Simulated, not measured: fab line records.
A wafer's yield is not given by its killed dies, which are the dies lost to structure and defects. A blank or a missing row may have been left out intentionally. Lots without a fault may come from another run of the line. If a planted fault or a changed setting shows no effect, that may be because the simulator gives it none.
Chamber matching -- flow n5Finfet -- rieDiel-01 running N5_BEOL_M2_ETCH_70: 4 sister chambers
The step etches SOC in N2/H2, target depth 80 nm, overetch 24 nm, time 130 s. 18 wafers are shown with their chamber, then 9 later ones without.

EACH WAFER AND ITS CHAMBER
wafer,chamber,throttleValvePct (%),showerheadPlenumPTorr (Torr),drypumpMotorCurrentA (A)
L076.1,0,18.2,2.50,5.5
L076.3,2,18.1,2.65,5.9
L076.5,2,18.1,2.65,5.9
L077.1,0,18.2,2.49,5.5
L077.5,3,17.3,2.49,6.1
L077.6,2,18.1,2.64,5.8
L083.1,1,17.4,2.56,5.5
L083.2,2,18.1,2.64,5.9
L083.5,1,17.4,2.56,5.6
L085.2,1,17.5,2.56,5.5
L085.5,0,18.2,2.49,5.5
L085.6,3,17.3,2.49,6.1
L090.1,2,18.2,2.64,5.9
L090.4,0,18.2,2.49,5.4
L090.5,0,18.2,2.48,5.5
L089.1,2,18.2,2.63,5.9
L089.4,1,17.5,2.55,5.5
L089.6,2,18.2,2.63,5.9

SIGNATURES (averages over the wafers above)
reading,chamber 0,chamber 1,chamber 2,chamber 3,scatter within a chamber
throttleValvePct,18.200,17.450,18.143,17.300,0.044
showerheadPlenumPTorr,2.4900,2.5575,2.6400,2.4900,0.00694
drypumpMotorCurrentA,5.480,5.525,5.886,6.100,0.0415
Rule: distance of a wafer from a chamber = root of the sum over the readings of ((wafer's reading minus chamber's mean) / reading's scatter) squared. The wafer belongs to the nearest chamber; if the next one is less than 2 further off, it can't be placed. The scatter: take each reading less its chamber's mean, square it, sum over the shown wafers, divide by the number of wafers less the number of chambers, and take the root.

WAFERS WHOSE CHAMBER IS MISSING
wafer,throttleValvePct (%),showerheadPlenumPTorr (Torr),drypumpMotorCurrentA (A)
L091.1,18.3,2.48,5.5
L091.4,18.2,2.63,5.9
L091.5,18.3,2.48,5.5
L092.1,17.5,2.55,5.5
L092.4,18.2,2.63,5.9
L092.5,18.2,2.48,5.4
L096.1,18.3,2.48,5.5
L096.3,18.2,2.63,5.9
L096.5,18.3,2.48,5.5

THE CHAMBER EACH PASSED THROUGH
wafer,from the rows above,in truth
L091.1,0,0
L091.4,2,2
L091.5,0,0
L092.1,1,1
L092.4,2,2
L092.5,0,0
L096.1,0,0
L096.3,2,2
L096.5,0,0
Correctly placed: 9 of 9. Number that these rows cannot place: 0. Wrongly placed: 0.
